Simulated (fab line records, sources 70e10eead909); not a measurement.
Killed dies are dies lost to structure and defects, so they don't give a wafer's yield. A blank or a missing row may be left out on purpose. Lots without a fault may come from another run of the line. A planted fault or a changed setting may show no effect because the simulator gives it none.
fab line records | flow nand_harc
record lots=5 wafers=15 last_day=31
route steps=1302 shown THIN_TSV@1261 END@1301
lots that met no fault: from a run of the same line without faults
start_h: hours from the record's first day to the start of the lot's first wafer shown | wait_h: hours since the lot's step before | " the same as in the row above | L1.1+2: a row that stands for several wafers | - no value, or no start given | * or withheld: withheld | < > ~ a bound
route shown NAME@n: a module of which the file shows steps, and the number in the route of the first | usual: mean/standard deviation of fault-free wafers | same: alike in all rows | chamber/n: place in a boat | sites: the reading at each site | _std_site: their standard deviation | _edge_site: outer sites' mean less inner sites' | radius_mm: how far each site lies from the wafer's centre | mask NAME#n: copy n | behind: the tool/chamber that last shaped the wafer | hold: why the lot was held/for how many hours/how that ended | device: the transistor (n, p or np) that didn't switch | end of line: the same wafers' tests at the end of the route | a step without rows: its recipe alone | killed: dies lost to structure and defects at the first sort, not the wafer's yield | map: a wafer's dies, x killed, . not, _ none there
set.NAME: the setting as run; set.NAME@STEP: as run at that earlier step | model.NAME: the simulator's own value behind a step, which no gauge read
lots at some steps of the route; a table a step, a row a wafer
services: from which hour (start_h, from the record's first day; less than 0 if before it) a tool's chamber was out of use, for how many hours, and why
## steps
# step NHARC_THIN_TSV_DESCUM_14
# recipe time_s=3 o2_flow_sccm=200 ar_flow_sccm=0 bias_power_w=0 chemistry=O2
# step NHARC_THIN_TSV_ETCH_44
# recipe target_depth_a=15942 time_s=797.1 cf4_flow_sccm=150 o2_flow_sccm=10 ar_flow_sccm=0 rf_w=300 bias_w=800 chemistry=CF4/O2
# usual bias_w=799.8/2.2 chamber_pressure_mTorr=30.000/0.027 drypump_motor_current_A=5.80/0.29 mfc_ar_sccm=0.003/0.0065 oes_product_au=1.001/0.012 rf_vpp_V=794/4.5 showerhead_plenum_p_Torr=1.83/0.07 throttle_valve_pct=16.915/0.0087
# columns lot.wafer tool chamber start_h wait_h bias_w chamber_pressure_mTorr drypump_motor_current_A mfc_ar_sccm oes_product_au rf_hours_counter_h rf_vpp_V showerhead_plenum_p_Torr throttle_valve_pct
L629.2 rie_diel-03 1 579.54 0.1 799.5 30.064 6.10 0.022 0.993 5 797 1.86 16.931
L629.3 " 2 " " 797.3 29.988 6.19 0 1.000 6 795 1.84 16.906
L629.6 " 3 " " 797.9 30.044 5.77 0 0.987 - 795 1.83 16.903
L631.2 rie_diel-08 2 598.22 0.1 801.1 30.017 5.70 0 1.007 3 788 1.73 16.917
L631.3 " 0 " " 797.1 30.005 5.88 0 1.016 3 788 1.73 16.923
L631.5 " 2 " " 801.3 29.985 5.73 0 1.003 - 788 1.73 16.913
L633.3 rie_diel-09 1 638.09 0.1 797.9 30.012 5.80 0.006 0.996 10 798 1.90 16.905
L633.2 " 0 " " 795.3 29.969 5.43 0 1.017 10 796 1.83 16.921
L633.5 " 2 " " 798.4 30.032 6.11 0 0.993 - 799 1.91 16.918
L638.3 rie_diel-03 1 658.45 0.1 798.2 30.005 6.09 0.022 0.991 1 796 1.86 16.940
L638.2 " 2 " " 803.7 29.986 6.20 0 0.984 1 796 1.84 16.904
L638.1 " 0 " " 803.2 29.985 5.46 0 1.026 1 798 1.90 16.918
L644.1 rie_diel-08 3 731.25 0.2 801.8 29.980 5.33 0 0.991 0 788 1.71 16.926
L644.6 " 1 " " 800.6 29.987 5.46 0 1.015 - 797 1.85 16.926
L644.5 " 2 " " 801.2 30.008 5.71 0 1.000 - 789 1.73 16.922
# step NHARC_THIN_TSV_ETCH_15
# recipe target_depth_a=30000 bosch_target_overetch_cycles=2 bosch_etch_step_s=2.8 bosch_dep_step_s=1.2 bosch_cycles=14
# step NHARC_THIN_TSV_CD_MEAS_16
# usual cd_nm=999.3/2.3
# columns lot.wafer tool chamber start_h wait_h cd_nm
L629.2 cd_sem-02 - 580.38 0.1 1001.5
L629.3 " - " " 999.7
L629.6 " - " " 1001.1
L631.2 cd_sem-03 - 598.89 0.1 996.5
L631.3 " - " " 1000.6
L631.5 " - " " 995.1
L633.2 cd_sem-01 - 638.92 0.1 1001.3
L633.3 " - " " 1000.0
L633.5 " - " " 997.3
L638.1 cd_sem-02 - 659.16 0.1 996.7
L638.2 " - " " 1001.5
L638.3 " - " " 1002.5
L644.1 cd_sem-01 - 731.84 0.1 999.8
L644.5 " - " " 1002.3
L644.6 " - " " 1000.4
# step NHARC_THIN_TSV_STRIP_45
# recipe power_w=1500 temp_c=250 chemistry=O2
# step NHARC_THIN_TSV_STRIP_46
# recipe time_s=1200 temp_c=72.5 chemistry=post_etch_residue_remover
# step NHARC_THIN_TSV_DEP_47
# recipe target_thk_a=2000 temp_c=withheld pressure_torr=6.5 rf_w=900 teos_flow_sccm=161.4 flow_sccm=2650 target_thk_nm=200 gas=O2 material=SiO2
# usual chamber_pressure_Torr=6.500/0.014 throttle_valve_pct=15.9/0.62
# columns lot.wafer tool chamber start_h wait_h chamber_pressure_Torr throttle_valve_pct
L629.2 pecvd-01 2 581.29 - 6.480 16.6
L629.3 " 0 " " 6.506 16.5
L629.6 " 0 " " 6.505 16.4
L631.2 pecvd-04 2 599.75 - 6.518 17.0
L631.3 " 0 " " 6.511 15.6
L631.5 " 2 " " 6.484 16.4
L633.3 pecvd-03 1 639.84 - 6.505 15.4
L633.2 " 2 " " 6.525 16.0
L633.5 " 2 " " 6.505 16.0
L638.2 pecvd-04 2 660.03 - 6.484 15.7
L638.3 " 0 " " 6.492 15.8
L638.1 " 1 " " 6.498 15.8
L644.1 pecvd-01 1 732.72 - 6.508 15.4
L644.5 " 2 " " 6.487 16.6
L644.6 " 0 " " 6.519 16.3
# step NHARC_THIN_TSV_ETCHBACK_48
# recipe target_depth_a=10285 over_etch_frac=0.3 time_s=405.17 ion_energy_ev=250 c4f8_flow_sccm=withheld ar_flow_sccm=withheld rf_w=600 bias_w=300 chemistry=C4F8/Ar
# step NHARC_THIN_TSV_STRIP_62
# recipe power_w=1500 temp_c=250 time_s=20 chemistry=N2/H2
# usual drypump_motor_current_A=5.95/0.29 heater_power_w=340/30
# columns lot.wafer tool chamber start_h wait_h drypump_motor_current_A heater_power_w rf_hours_counter_h
L629.2 plasma_asher-01 0 582.07 - 6.05 310 11
L629.3 " 0 " " 6.03 316 -
L629.6 " 0 " " 6.05 315 -
L631.2 plasma_asher-02 1 600.60 - 6.58 327 36
L631.3 " 1 " " 6.53 324 -
L631.5 " 1 " " 6.61 327 -
L633.2 plasma_asher-01 0 640.62 - 6.05 321 26
L633.3 " 1 " " 5.77 346 -
L633.5 " 0 " " 6.02 321 -
L638.1 plasma_asher-01 1 660.79 - 5.75 339 30
L638.2 " 0 " " 6.02 316 30
L638.3 " 0 " " 6.02 305 -
L644.1 plasma_asher-02 1 733.50 - 6.51 317 25
L644.5 " 0 " " 5.65 402 -
L644.6 " 1 " " 6.53 321 -
# step NHARC_THIN_TSV_DEGAS_49
# recipe temp_c=300 time_s=120
# step NHARC_THIN_TSV_PRE_CLEAN_50
# recipe time_s=30 temp_c=280 gas=H2/He
# step NHARC_THIN_TSV_PVD_19
# recipe target_thk_a=200 chamber_pressure_pa=5 material=TaN
# step NHARC_THIN_TSV_PVD_51
# recipe target_thk_a=1000 chamber_pressure_pa=5 material=Cu
# usual throttle_valve_pct=30.2/1.1
# columns lot.wafer tool chamber start_h wait_h throttle_valve_pct
L629.3 pvd_sputter-03 - 582.61 - 33.4
L629.2 " - " " 29.8
L629.6 " - " " 30.0
L631.2 pvd_sputter-03 - 601.03 - 29.7
L631.3 " - " " 30.1
L631.5 " - " " 30.0
L633.2 pvd_sputter-03 - 641.08 - 29.8
L633.3 " - " " 33.1
L633.5 " - " " 29.9
L638.2 pvd_sputter-03 - 661.26 - 30.2
L638.1 " - " " 30.1
L638.3 " - " " 33.2
L644.1 pvd_sputter-01 - 733.95 - 30.7
L644.6 " - " " 28.8
L644.5 " - " " 30.9
# step NHARC_THIN_TSV_ECD_20
# recipe target_thk_a=20000 material=Cu
# step NHARC_THIN_TSV_ANNEAL_52
# recipe temp_c=225 time_s=90
# step NHARC_THIN_TSV_CMP_21
# recipe t_overpolish_s=30 target_thk_nm=2000
# usual motor_current_A=11.3/0.76 overpolish_run_s=30.000/0.0085 slurry_flow_ml_min=150.0/0.49
# columns lot.wafer tool chamber start_h wait_h motor_current_A overpolish_run_s slurry_flow_ml_min
L629.3 cmp-04 3 583.88 - 12.1 30.012 149.8
L629.2 " 2 " " 10.9 29.992 149.6
L629.6 " 3 " " 11.2 29.996 149.9
L631.2 cmp-03 1 602.33 - 10.0 29.993 151.2
L631.3 " 2 " " 11.1 30.005 149.9
L631.5 " 0 " " 11.2 29.994 150.6
L633.2 cmp-04 1 642.33 - 12.5 30.006 150.2
L633.3 " 0 " " 12.3 29.993 150.2
L633.5 " 1 " " 12.2 30.006 149.6
L638.1 cmp-02 2 662.50 - 11.5 30.011 149.1
L638.3 " 0 " " 13.7 30.005 149.8
L638.2 " 1 " " 11.8 29.991 149.8
L644.1 cmp-03 0 735.18 - 11.2 29.995 149.7
L644.6 " 0 " " 10.9 30.010 150.6
L644.5 " 1 " " 10.0 29.997 150.4
# step NHARC_THIN_TSV_SRD_23
# step NHARC_THIN_TSV_DEGAS_53
# recipe temp_c=300 time_s=60
# step NHARC_THIN_TSV_PRE_CLEAN_54
# recipe time_s=30 temp_c=280 gas=H2/He
# step NHARC_THIN_TSV_PVD_55
# recipe target_thk_a=500 material=TiN
# step NHARC_THIN_TSV_PVD_24
# recipe target_thk_a=8000 power_w=withheld chamber_pressure_pa=withheld substrate_temp_c=withheld time_s=withheld gas=Ar material=Al
# step NHARC_THIN_TSV_DEHYDRATE_25
# recipe temp_c=150 time_s=120
# step NHARC_THIN_TSV_HMDS_26
# recipe time_s=30
# step NHARC_THIN_TSV_COAT_27
# recipe spin_rpm=*
# step NHARC_THIN_TSV_SOFTBAKE_28
# recipe temp_c=122 time_s=95
# step NHARC_THIN_TSV_EBR_29
# step NHARC_THIN_TSV_EXPOSE_30
# recipe na=0.55 dose_mj=11.47 mask_id=PAD
# step NHARC_THIN_TSV_PEB_31
# recipe peb_temp_c=118 peb_time_s=85
# step NHARC_THIN_TSV_DEVELOP_32
# recipe time_s=70
# step NHARC_THIN_TSV_CD_MEAS_33
# recipe target_cd_nm=5000 landing_energy_ev=500
# usual cd_nm=4998.6/2.5
# columns lot.wafer tool chamber start_h wait_h cd_nm
L629.2 cd_sem-01 0 585.47 - 4999.2
L629.3 " 0 " " 4996.6
L629.6 " 0 " " 4996.7
L631.2 cd_sem-02 0 603.75 - 5002.3
L631.3 " 0 " " 4997.5
L631.5 " 0 " " 5000.4
L633.2 cd_sem-01 0 643.94 - 4998.2
L633.3 " 0 " " 4999.5
L633.5 " 0 " " 4998.3
L638.1 cd_sem-02 0 664.10 - 5002.1
L638.2 " 0 " " 5000.1
L638.3 " 0 " " 5006.0
L644.1 cd_sem-02 0 736.78 - 4997.7
L644.5 " 0 " " 4995.5
L644.6 " 0 " " 4997.6
# step NHARC_THIN_TSV_HARDBAKE_34
# recipe temp_c=125 time_s=80
# step NHARC_THIN_TSV_DESCUM_35
# recipe time_s=3 o2_flow_sccm=200 ar_flow_sccm=0 bias_power_w=0 chemistry=O2
# usual chamber_pressure_mTorr=60.01/0.051 drypump_motor_current_A=5.80/0.29 mfc_ar_sccm=0.003/0.0065 oes_product_au=1.001/0.013 rf_vpp_V=57.8/0.91 showerhead_plenum_p_Torr=1.91/0.078 throttle_valve_pct=11.312/0.0097
# same bias_power_w=0
# columns lot.wafer tool chamber start_h wait_h chamber_pressure_mTorr drypump_motor_current_A mfc_ar_sccm oes_product_au rf_hours_counter_h rf_vpp_V showerhead_plenum_p_Torr throttle_valve_pct
L629.3 rie_diel-03 1 585.65 - 60.06 6.10 0.022 0.994 6 58.4 1.94 11.316
L629.2 " 2 " " 60.05 6.21 0 0.996 6 58.5 1.92 11.338
L629.6 " 1 " " 59.94 6.09 0.022 0.996 - 59.1 1.94 11.296
L631.2 rie_diel-03 2 603.92 - 59.97 6.21 0 0.994 7 58.0 1.92 11.317
L631.3 " 0 " " 59.99 5.47 0 1.040 3 59.2 1.99 11.316
L631.5 " 2 " " 60.13 6.21 0 0.990 - 56.2 1.92 11.307
L633.2 rie_diel-09 2 644.10 - 59.96 6.11 0 1.009 11 58.2 2.00 11.325
L633.3 " 0 " " 60.01 5.42 0 1.026 12 58.9 1.91 11.311
L633.5 " 0 " " 60.04 5.42 0 1.014 - 58.9 1.91 11.300
L638.3 rie_diel-08 1 664.26 - 60.03 5.47 0 0.997 6 57.0 1.94 11.311
L638.1 " 3 " " 60.00 5.33 0 0.986 8 58.0 1.78 11.311
L638.2 " 0 " " 59.99 5.89 0 1.000 8 56.5 1.80 11.311
L644.1 rie_diel-08 0 736.97 - 60.05 5.88 0 1.033 0 55.7 1.80 11.312
L644.5 " 3 " " 59.92 5.32 0 1.006 - 57.0 1.78 11.300
L644.6 " 0 " " 59.97 5.89 0 1.028 - 57.2 1.80 11.318
# step NHARC_THIN_TSV_ETCH_59
# recipe target_depth_a=8800 icp_w=900 bias_w=100 Cl2_flow_sccm=60 bcl3_flow_sccm=30 time_s=138.1 chemistry=Cl2/BCl3
# step NHARC_THIN_TSV_ETCH_36
# recipe target_depth_a=650 over_etch_frac=0.3 time_s=18.571 ion_energy_ev=150 chemistry=Cl2/BCl3
# step NHARC_THIN_TSV_STRIP_56
# recipe power_w=1500 temp_c=250 chemistry=O2
# step NHARC_THIN_TSV_STRIP_57
# recipe time_s=1200 temp_c=72.5 chemistry=post_etch_residue_remover
# step NHARC_THIN_TSV_CD_MEAS_37
# usual cd_nm=4998/3.7
# columns lot.wafer tool chamber start_h wait_h cd_nm
L629.2 cd_sem-02 - 586.93 - 5002
L629.3 " - " " 4996
L629.6 " - " " 4998
L631.2 cd_sem-03 - 605.57 - 4999
L631.3 " - " " 5000
L631.5 " - " " 4996
L633.2 cd_sem-03 - 645.41 - 4999
L633.3 " - " " 4998
L633.5 " - " " 4995
L638.1 cd_sem-02 - 665.54 - 4998
L638.2 " - " " 5001
L638.3 " - " " 5009
L644.1 cd_sem-03 - 738.23 - 4994
L644.5 " - " " 4997
L644.6 " - " " 4996
# step NHARC_THIN_TSV_ANNEAL_58
# recipe temp_c=400 time_s=1800
# step NHARC_END_WLT_00
# usual VT_DECK1_BOTTOM=0.871/0.0067 VT_DECK1_BOTTOM_INNER=0.871/0.0073 VT_DECK1_MEDIAN_NEAR_BOTTOM=0.872/0.0071 VT_DECK1_MEDIAN_NEAR_BOTTOM_INNER=0.872/0.0073 VT_DECK1_MIDDLE=0.885/0.0058 VT_DECK1_MIDDLE_INNER=0.885/0.0063 VT_DECK1_TOP=0.897/0.0061 VT_DECK1_TOP_INNER=0.897/0.0062 VT_DECK2_BOTTOM=0.869/0.0078 VT_DECK2_BOTTOM_INNER=0.868/0.0078 VT_DECK2_MEDIAN_NEAR_BOTTOM=0.870/0.007 VT_DECK2_MEDIAN_NEAR_BOTTOM_INNER=0.871/0.0079 VT_DECK2_MIDDLE=0.883/0.007 VT_DECK2_MIDDLE_INNER=0.884/0.0064 VT_DECK2_TOP=0.896/0.0062 VT_DECK2_TOP_INNER=0.896/0.0067
# columns lot.wafer tool chamber start_h wait_h hold VT_DECK1_BOTTOM VT_DECK1_BOTTOM_INNER VT_DECK1_MEDIAN_NEAR_BOTTOM VT_DECK1_MEDIAN_NEAR_BOTTOM_INNER VT_DECK1_MIDDLE VT_DECK1_MIDDLE_INNER VT_DECK1_TOP VT_DECK1_TOP_INNER VT_DECK2_BOTTOM VT_DECK2_BOTTOM_INNER VT_DECK2_MEDIAN_NEAR_BOTTOM VT_DECK2_MEDIAN_NEAR_BOTTOM_INNER VT_DECK2_MIDDLE VT_DECK2_MIDDLE_INNER VT_DECK2_TOP VT_DECK2_TOP_INNER
L629.2 prober-01 - 606.24 16.1 - 0.868 0.867 0.870 0.866 0.888 0.883 0.888 0.898 0.870 0.859 0.873 0.869 0.878 0.882 0.896 0.894
L629.3 " - " " - 0.872 0.878 0.877 0.878 0.879 0.894 0.900 0.895 0.865 0.868 0.876 0.871 0.892 0.884 0.899 0.890
L629.6 " - 608.25 18.1 - 0.873 0.869 0.867 0.868 0.877 0.888 0.890 0.895 0.863 0.852 0.869 0.867 0.875 0.884 0.888 0.896
L631.2 prober-02 - 617.58 7.5 - 0.881 0.891 0.877 0.886 0.897 0.890 0.907 0.911 0.885 0.870 0.880 0.888 0.894 0.891 0.903 0.902
L631.3 " - " " - 0.882 0.884 0.875 0.886 0.895 0.889 0.903 0.898 0.879 0.883 0.881 0.873 0.879 0.896 0.904 0.906
L631.5 " - 619.09 9.0 - 0.882 0.878 0.878 0.879 0.886 0.891 0.912 0.907 0.876 0.879 0.869 0.885 0.906 0.888 0.905 0.901
L633.2 prober-02 - 652.19 0.6 - 0.871 0.875 0.876 0.870 0.888 0.890 0.893 0.895 0.860 0.862 0.873 0.868 0.880 0.876 0.898 0.895
L633.3 " - " " - 0.865 0.866 0.874 0.866 0.882 0.889 0.892 0.894 0.868 0.867 0.870 0.868 0.880 0.883 0.893 0.889
L633.5 " - 653.69 2.1 - 0.869 0.871 0.869 0.872 0.883 0.876 0.893 0.899 0.861 0.852 0.865 0.858 0.885 0.875 0.892 0.891
L638.1 prober-01 - 667.18 0.0 await_dispo/0.2h/release 0.871 0.863 0.881 0.869 0.880 0.877 0.898 0.896 0.855 0.856 0.862 0.861 0.876 0.879 0.885 0.892
L638.2 " - " " await_dispo/0.2h/release 0.867 0.867 0.869 0.868 0.887 0.881 0.894 0.907 0.857 0.863 0.865 0.862 0.882 0.887 0.890 0.895
L638.3 " - " " await_dispo/0.2h/release 0.875 0.871 0.869 0.876 0.890 0.891 0.897 0.893 0.873 0.866 0.870 0.862 0.874 0.882 0.901 0.888
L638.1 prober-01 - 674.97 7.3 - 0.864 0.861 0.871 0.867 0.884 0.884 0.884 0.889 0.858 0.856 0.857 0.853 0.882 0.882 0.899 0.898
L638.2 " - " " - 0.861 0.870 0.866 0.861 0.885 0.879 0.893 0.891 0.861 0.867 0.870 0.865 0.872 0.881 0.886 0.890
L638.3 " - " " - 0.874 0.870 0.879 0.886 0.892 0.892 0.892 0.893 0.868 0.864 0.866 0.864 0.873 0.880 0.892 0.892
L644.1 prober-01 - 744.59 0.2 - 0.873 0.873 0.866 0.875 0.891 0.877 0.892 0.888 0.877 0.880 0.889 0.882 0.895 0.890 0.897 0.897
L644.5 " - 746.58 2.1 - 0.860 0.861 0.870 0.870 0.887 0.881 0.889 0.885 0.872 0.875 0.881 0.876 0.892 0.883 0.900 0.891
L644.6 " - " " - 0.873 0.864 0.870 0.875 0.888 0.894 0.893 0.897 0.871 0.868 0.878 0.874 0.889 0.885 0.891 0.897
# step NHARC_END_SORT_01
# recipe temp_c=25
# usual defect_limited_yield=92.4/2.2 killed_at_array=46/15 killed_at_other=1.0/1.3 killed_at_periphery=4/3 killed_dies=51/15 killed_open=3.2/1.8 killed_short=2.5/1.5 sort_bin_2_pct=2.7/1.1 sort_bin_3_pct=0.6/0.34 sort_bin_4_pct=4.3/1.3 sort_n_pass=626/15 sort_rim_yield_pct=89/4.4 sort_yield_pct=92.4/2.2
# same gross_dies=677 sort_bin_5_pct[%]=0 sort_bin_6_pct[%]=0 sort_bin_7_pct[%]=0 sort_bin_8_pct[%]=0 sort_rim_n_gross=106.00
# columns lot.wafer tool chamber start_h wait_h hold defect_limited_yield[%] killed_at_array killed_at_other killed_at_periphery killed_dies killed_open killed_short sort_bin_2_pct[%] sort_bin_3_pct[%] sort_bin_4_pct[%] sort_n_pass sort_rim_yield_pct[%] sort_yield_pct[%]
L629.2 prober-01 0 609.55 2.8 - 90.7 53 0 10 63 5 2 3.5 0.9 4.9 614 92 90.7
L629.3 prober-01 0 610.34 3.1 - 90.1 60 1 6 67 4 2 4.7 0.6 4.6 610 92 90.1
L629.6 prober-01 0 612.72 4.0 - 92.2 47 0 6 53 0 2 2.5 0.7 4.6 624 96 92.2
L631.2 prober-02 0 620.89 2.8 - 93.5 42 0 2 44 4 2 1.8 0.3 4.4 633 95 93.5
L631.3 prober-02 0 621.69 3.1 - 93.9 39 0 2 41 1 3 2.2 0.4 3.4 636 86 93.9
L631.5 prober-02 0 623.29 3.7 - 91.6 56 0 1 57 0 2 3.8 0.3 4.3 620 92 91.6
L633.2 prober-02 0 655.50 2.8 - 92.0 52 0 2 54 4 2 3.4 0.9 3.7 623 87 92.0
L633.3 prober-02 0 656.31 3.1 - 93.2 41 2 3 46 0 4 1.9 0.9 4.0 631 91 93.2
L633.5 prober-02 0 657.93 3.7 - 92.8 45 3 1 49 3 2 2.8 0.4 4.0 628 87 92.8
L638.1 prober-01 0 677.95 2.5 await_dispo/4.0h/release 82.7 39 77 1 117 1 2 6.8 2.7 7.8 560 92 82.7
L638.2 prober-01 0 678.75 2.8 await_dispo/4.0h/release 83.2 37 73 4 114 6 2 8.0 2.2 6.6 563 86 83.2
L638.3 prober-01 0 679.55 3.1 await_dispo/4.0h/release 84.6 36 58 10 104 3 3 5.2 2.5 7.7 573 77 84.6
L644.1 prober-01 0 747.57 2.5 - 92.9 43 3 2 48 3 5 3.4 0.3 3.4 629 90 92.9
L644.5 prober-01 0 750.75 3.7 - 91.3 49 6 4 59 3 2 2.8 0.3 5.6 618 86 91.3
L644.6 prober-01 0 751.55 4.0 - 93.5 37 3 4 44 3 1 3.0 0.7 2.8 633 91 93.5
# killed by level:class
L629.2 A_CHANNEL_HOLE_D1:chamber_film_flake=34 A_CHANNEL_HOLE_D2:chamber_film_flake=7 P_M1:chamber_film_flake=5 A_CONTACT:chamber_film_flake=5 A_DECK1_JOINT:geometric_particle:short=2 P_STI:chamber_film_flake=2 P_GATE:chamber_film_flake=2 P_M2:geometric_particle:open=1
L629.3 A_CHANNEL_HOLE_D1:chamber_film_flake=32 A_CHANNEL_HOLE_D2:chamber_film_flake=12 A_STAIRCASE:chamber_film_flake=5 P_M1:chamber_film_flake=4 A_WL_FILL:chamber_film_flake=3 P_GATE:geometric_particle:open=2 A_CHANNEL_FILL_D1:geometric_particle:open=1 A_CHANNEL_FILL_D1:geometric_particle:short=1
L629.6 A_CHANNEL_HOLE_D1:chamber_film_flake=36 A_CHANNEL_HOLE_D2:chamber_film_flake=8 P_M1:chamber_film_flake=3 P_GATE:chamber_film_flake=2 A_CONTACT:chamber_film_flake=2 P_CONTACT:geometric_particle:short=1 A_WL_FILL:geometric_particle:short=1
L631.2 A_CHANNEL_HOLE_D1:chamber_film_flake=26 A_CHANNEL_HOLE_D2:chamber_film_flake=7 A_CONTACT:chamber_film_flake=3 P_STI:geometric_particle:open=1 P_CONTACT:geometric_particle:open=1 A_SGD_CUT:geometric_particle:short=1 A_WL_FILL:geometric_particle:short=1 A_M0:geometric_particle:open=1
L631.3 A_CHANNEL_HOLE_D1:chamber_film_flake=19 A_CHANNEL_HOLE_D2:chamber_film_flake=11 A_CHANNEL_FILL_D2:chamber_film_flake=3 P_STI:geometric_particle:short=1 A_ONON_D2:geometric_particle:short=1 A_M0:geometric_particle:short=1 A_M0:geometric_particle:open=1 P_GATE:chamber_film_flake=1
L631.5 A_CHANNEL_HOLE_D1:chamber_film_flake=28 A_CHANNEL_HOLE_D2:chamber_film_flake=14 A_BONDPAD:chamber_film_flake=4 A_CHANNEL_FILL_D2:chamber_film_flake=2 A_SGD_CUT:chamber_film_flake=2 A_WL_FILL:chamber_film_flake=2 A_SGD_CUT:geometric_particle:short=1 A_WL_FILL:geometric_particle:short=1
L633.2 A_SLIT:chamber_film_flake=25 A_CHANNEL_HOLE_D2:chamber_film_flake=9 A_CONTACT:chamber_film_flake=4 A_CHANNEL_HOLE_D1:chamber_film_flake=3 A_DECK1_JOINT:chamber_film_flake=3 A_WL_FILL:chamber_film_flake=2 P_GATE:geometric_particle:open=1 A_ONON_D1:geometric_particle:short=1
L633.3 A_SLIT:chamber_film_flake=26 A_CHANNEL_HOLE_D2:chamber_film_flake=7 P_M0:geometric_particle:short=2 A_ONON_D1:geometric_particle:short=2 A_DECK1_JOINT:chamber_film_flake=2 A_CONTACT:chamber_film_flake=2 THIN_TSV:chamber_film_flake=2 P_GATE:chamber_film_flake=1
L633.5 A_SLIT:chamber_film_flake=16 A_CHANNEL_HOLE_D2:chamber_film_flake=13 A_CONTACT:chamber_film_flake=6 A_ZERO_WELL:chamber_film_flake=2 A_CHANNEL_HOLE_D1:chamber_film_flake=2 A_STAIRCASE:chamber_film_flake=2 THIN_TSV:chamber_film_flake=2 P_GATE:geometric_particle:short=1
L638.1 THIN_TSV:unspecified=77 A_CHANNEL_HOLE_D2:chamber_film_flake=15 A_CHANNEL_HOLE_D1:chamber_film_flake=5 A_CHANNEL_FILL_D2:chamber_film_flake=5 A_CONTACT:chamber_film_flake=4 A_STAIRCASE:chamber_film_flake=3 A_SLIT:chamber_film_flake=2 A_WL_FILL:chamber_film_flake=2
L638.2 THIN_TSV:unspecified=73 A_CHANNEL_HOLE_D2:chamber_film_flake=11 A_CHANNEL_HOLE_D1:chamber_film_flake=9 A_CONTACT:chamber_film_flake=7 A_CHANNEL_FILL_D2:geometric_particle:open=3 P_CONTACT:geometric_particle:open=1 P_M0:geometric_particle:open=1 A_ONON_D1:geometric_particle:short=1
L638.3 THIN_TSV:unspecified=57 A_CHANNEL_HOLE_D2:chamber_film_flake=10 A_CHANNEL_HOLE_D1:chamber_film_flake=5 A_CHANNEL_FILL_D2:chamber_film_flake=5 A_CONTACT:chamber_film_flake=5 P_GATE:chamber_film_flake=4 A_STAIRCASE:chamber_film_flake=3 A_WL_FILL:geometric_particle:short=2
L644.1 A_SLIT:chamber_film_flake=17 A_CONTACT:chamber_film_flake=6 A_STAIRCASE:chamber_film_flake=5 A_CHANNEL_HOLE_D1:chamber_film_flake=4 A_ZERO_WELL:chamber_film_flake=3 A_CHANNEL_FILL_D1:geometric_particle:short=2 THIN_TSV:chamber_film_flake=2 P_M0:geometric_particle:open=1
L644.5 A_SLIT:chamber_film_flake=17 A_STAIRCASE:chamber_film_flake=8 A_CONTACT:chamber_film_flake=8 A_CHANNEL_HOLE_D1:chamber_film_flake=7 A_ZERO_WELL:chamber_film_flake=3 HYBRID_BOND:chamber_film_flake=3 THIN_TSV:chamber_film_flake=3 P_M2:chamber_film_flake=2
L644.6 A_SLIT:chamber_film_flake=15 A_CONTACT:chamber_film_flake=10 A_CHANNEL_HOLE_D1:chamber_film_flake=8 THIN_TSV:chamber_film_flake=3 P_CONTACT:geometric_particle:open=2 P_GATE:chamber_film_flake=2 A_STAIRCASE:chamber_film_flake=2 A_CHANNEL_FILL_D1:geometric_particle:short=1
# map L638.1 (x killed, . not)
____________.____________
_________......._________
_______..........._______
______x............______
_____..............._____
____.................____
____.....x...........____
___...............x...___
___...x...............___
__.....................__
__........x............__
_.............xx.xx.x..._
_............x..xx......_
_............xxxxxxx...x_
_.............xxxxxx...._
_............xxxxxxxx.x._
.............xxxxxxxxx.xx
............xxxxxxxx..xx.
.......x.....xxxxxxx.....
..........x..xxxxxxxx.xxx
...........x.xxxxxxxx.xxx
_..............xxxxx..xx_
_.............xxx.xx.x.._
_.........x....x...x.x.._
_................x..x.xx_
_.....x..............x.x_
__......x..............__
__....x...............x__
___...................___
___.x.................___
____.................____
____.................____
_____..............._____
______.............______
_______..........._______
_________......._________
____________.____________
# map L631.5 (x killed, . not)
____________.____________
_________......._________
_______..........._______
______.............______
_____..............._____
____.................____
____.................____
___...................___
___...................___
__..x...........x......__
__.....................__
_......................x_
_x......................_
_......................._
_......x................_
_..........x......xx...._
.................x.xx....
................xxxx.....
...x............xxx.x.xx.
.................x.xxxxxx
................xxxx.....
_.................xxx.xx_
_.......xx.......xx...xx_
_.................x...xx_
_.....................xx_
_.....x................._
__........x..........x.__
__....................x__
___x..................___
___.........x.........___
____.........x.......____
____........x........____
_____..............._____
______.............______
_______..........._______
_________......._________
____________.____________
## services
# columns tool chamber start_h hours kind
rie_diel-09 3 572.76 89.2 repair
cmp-04 - 594.15 0.4 repair
pvd_sputter-03 - 594.18 1.0 repair
rie_diel-09 2 596.22 4.0 repair
rie_diel-09 1 599.94 2.4 repair
cmp-04 - 601.18 4.0 pm
plasma_asher-02 - 603.19 9.0 pm
rie_diel-08 2 610.55 16.5 repair
cmp-04 - 631.13 0.6 repair
pecvd-04 - 631.39 13.0 pm
rie_diel-08 1 632.83 15.1 repair
rie_diel-03 - 635.35 9.0 pm
cmp-03 - 645.49 1.9 repair
pecvd-04 - 652.95 0.6 repair
cmp-03 - 653.05 4.0 pm
rie_diel-09 0 653.10 10.1 repair
plasma_asher-01 - 661.75 0.4 repair
pvd_sputter-03 - 662.63 1.1 repair
rie_diel-08 0 689.96 8.1 repair
plasma_asher-01 - 696.00 9.0 pm
pvd_sputter-03 - 704.00 10.0 pm
rie_diel-08 - 721.80 9.0 pm
rie_diel-03 1 736.83 8.9 repair
pvd_sputter-03 - 737.00 9.2 repair
## key
first_sign step=NHARC_END_SORT_01 reading=killed_at_other direction=up sigmas=52 usual=1.0 struck=69.3
effect step=NHARC_END_SORT_01 reading=defect_limited_yield direction=down sigmas=4.1 usual=92.4 struck=83.5
more_kills_born_at NHARC_THIN_TSV_PVD_51@pvd_sputter-03=207
met_at NHARC_THIN_TSV_PVD_51
struck_wafers L638.1,L638.2,L638.3
onset_between 641.08 661.26
also_fits NHARC_THIN_TSV_ETCH_44:rie_diel-03,NHARC_THIN_TSV_DEP_47:pecvd-04,NHARC_THIN_TSV_STRIP_62:plasma_asher-01,NHARC_THIN_TSV_CMP_21:cmp-02
fault kind=chamber_particle_source tool=pvd_sputter-03 chamber=- onset_h=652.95 steps=NHARC_THIN_TSV_PVD_51 rate_per_visit_cm2=0.59016 end_h=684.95
